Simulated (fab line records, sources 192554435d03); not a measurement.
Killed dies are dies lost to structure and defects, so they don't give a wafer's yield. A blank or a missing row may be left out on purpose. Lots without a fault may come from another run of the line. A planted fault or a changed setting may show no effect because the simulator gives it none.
A struck lot beside a sound one | flow n5_finfet | 38 steps out of a route of 1938
Sound: wafers L977.2, L977.4, L977.6. Struck: wafers L986.3, L986.6. The cause comes at the end.
At each step with rows: each side's tool, then ch and its chambers, then its first start. Under that, the readings that differ: sound wafers | struck wafers | difference of the means | sigmas: that difference in standard deviations of wafers without a fault.
alike: readings whose means differ by less than 2 such deviations, and words and numbers that are the same on both sides. not compared: withheld readings, readings that some wafer has no value for, bounds like >300 that may hide the same value, and numbers for which the record gives no deviation and whose values overlap.
The two part at a step that has a row with sigmas, a row that says differs or no value, or rows on one side only. Numbers that don't overlap but have no deviation are shown without sigmas and don't part them. A reading that every wafer of one side lacks parts them only if that side has two wafers or more.

first, 9 steps without rows for these wafers: N5_SDB_PRECLEAN_38 (cleans in dHF, time 10 s); N5_SDB_PRECLEAN_39 (cleans in O3/DIW, time 45 s); N5_SDB_SRD_28 (time 30 s); N5_SDB_ALD_29 (deposits SiNx, target thk 30 nm, pulse time 1 s, ald cycles 600); N5_SDB_CMP_30 (polishes, stops on poly-Si, t overpolish 1.54 s, target thk 30 nm); N5_DUMMY_REMOVAL_HM_STRIP_01 (strips SiNx in CH3F/O2, stops on poly-Si, target depth 4 nm, time 6.8 s); N5_DUMMY_REMOVAL_STRIP_10 (strips in N2/H2, time 40 s); N5_DUMMY_REMOVAL_PRECLEAN_07 (cleans in dHF, time 30 s); N5_DUMMY_REMOVAL_DUMMY_REMOVE_02 (chemistry TMAH, target poly-Si, stops on SiO2, target depth 142 nm, time 57 s, rinse time 30 s).
N5_DUMMY_REMOVAL_PRECLEAN_08: cleans in NF3:NH3, afs cycles 2, time 20 s, sublimation time 60 s.
  sound on remote_plasma-01 ch 1, day 5 02:03; struck on remote_plasma-02 ch 1, day 7 00:00
then, 26 steps without rows for these wafers: N5_DUMMY_REMOVAL_PRECLEAN_04 (cleans in DHF, time 37 s); N5_DUMMY_REMOVAL_SRD_05 (time 30 s); N5_HKMG_FIN_IL_REGROW_00 (material SiO2, chemistry O3, target thk 0.75 nm, time 30 s); N5_HKMG_FIN_HK_ALD_01 (deposits HfO2, target thk 1.6 nm, pulse time 3 s, purge time 3 s); N5_HKMG_FIN_HK_ANNEAL_02 (time 30 s); N5_HKMG_FIN_ALD_74 (deposits La2O3, target thk 0.5 nm, pulse time 6 s, co reactant pulse time 1 s); N5_HKMG_FIN_ALD_75 (deposits Al2O3, target thk 1 nm, co reactant pulse time 1 s); N5_HKMG_FIN_COAT_41 (time 60 s, resist thk 300 nm); N5_HKMG_FIN_COAT_42 (time 60 s, resist thk 35 nm); N5_HKMG_FIN_COAT_43 (resist thk 90 nm); N5_HKMG_FIN_EBR_45; N5_HKMG_FIN_SOFTBAKE_44 (time 60 s); N5_HKMG_FIN_EXPOSE_46 (exposes mask NDIPOLE); N5_HKMG_FIN_PEB_47 (peb time 60 s); N5_HKMG_FIN_DEVELOP_48 (develop time 30 s); N5_HKMG_FIN_DESCUM_53 (chemistry O2, time 7.9 s); N5_HKMG_FIN_ETCH_54 (etches SiARC in CF4, target depth 45.5 nm, time 75.8 s); N5_HKMG_FIN_ETCH_55 (etches SOC in N2/H2, target depth 240 nm, time 300 s); N5_HKMG_FIN_STRIP_56 (strips in N2/H2); N5_HKMG_FIN_STRIP_57 (strips in CF4); N5_HKMG_FIN_ETCH_58 (etches SOC in N2/H2, target depth 215.8 nm, time 741 s); N5_HKMG_FIN_STRIP_93 (strips SOC in N2/H2, time 20 s); N5_HKMG_FIN_WET_ETCH_76 (etches Al2O3 in dNH4OH, stops on La2O3, target depth 2.25 nm, rinse time 30 s); N5_HKMG_FIN_STRIP_60 (strips in N2/H2, time 360 s); N5_HKMG_FIN_WET_ETCH_77 (etches La2O3 in dHCl, stops on HfO2, target depth 2 nm); N5_HKMG_FIN_WET_ETCH_78 (etches Al2O3 in dNH4OH, stops on La2O3, target depth 4.5 nm, rinse time 30 s).
-- the record jumps here: 6 days lie between the struck wafers' starts before and after (it left off in module HKMG_FIN and takes up again in module BEOL_M4, whose first step shown is number 1111 of the route) --
N5_BEOL_M4_RC_MEAS_101:
  sound on prober-02 ch 0, day 10 12:17; struck on prober-02 ch 0, day 12 12:27
  reading         | sound                | struck        | difference | sigmas
  EOT_N           | 10.53 10.43 10.54    | 11.64 11.78   | +1.21      | +11
  EOT_P           | 10.46 10.43 10.58    | 11.58 11.56   | +1.08      | +10
  IGATE_N (nA/um) | 0.0136 0.0163 0.0115 | 0.0041 0.0035 | -0.0100    | -4
  IGATE_P (nA/um) | 0.0042 0.0050 0.0035 | 0.0012 0.0011 | -0.0031    | -5
  alike: DIBL_N, DIBL_P, IOFF_N, IOFF_P, ION_N, ION_P, SS_N, SS_P, VT_N, VT_P
-- the record jumps here: 4 days lie between the struck wafers' starts before and after (it left off in module BEOL_M4 and takes up again in module PASSIVATION, whose first step shown is number 1936 of the route) --
N5_PASSIVATION_PROBE_49:
  sound on prober-01, day 14 23:59; struck on prober-01, day 16 20:48
  reading         | sound    | struck | difference | sigmas
  killed_at_M4_up | 23 26 21 | 9 6    | -16        | -3
  alike: defect_limited_yield, killed_at_M0_to_M3, killed_at_contacts, killed_at_front_end, killed_at_other, killed_dies, killed_on_rim, killed_open, killed_short, sort_bin_4_leakage, sort_bin_5_function, sort_bin_6_memory, sort_n_pass, sort_yield_pct

WHERE THEY PART
First at N5_BEOL_M4_RC_MEAS_101; last, within this record, at N5_PASSIVATION_PROBE_49.

WHY: what the simulator had put in
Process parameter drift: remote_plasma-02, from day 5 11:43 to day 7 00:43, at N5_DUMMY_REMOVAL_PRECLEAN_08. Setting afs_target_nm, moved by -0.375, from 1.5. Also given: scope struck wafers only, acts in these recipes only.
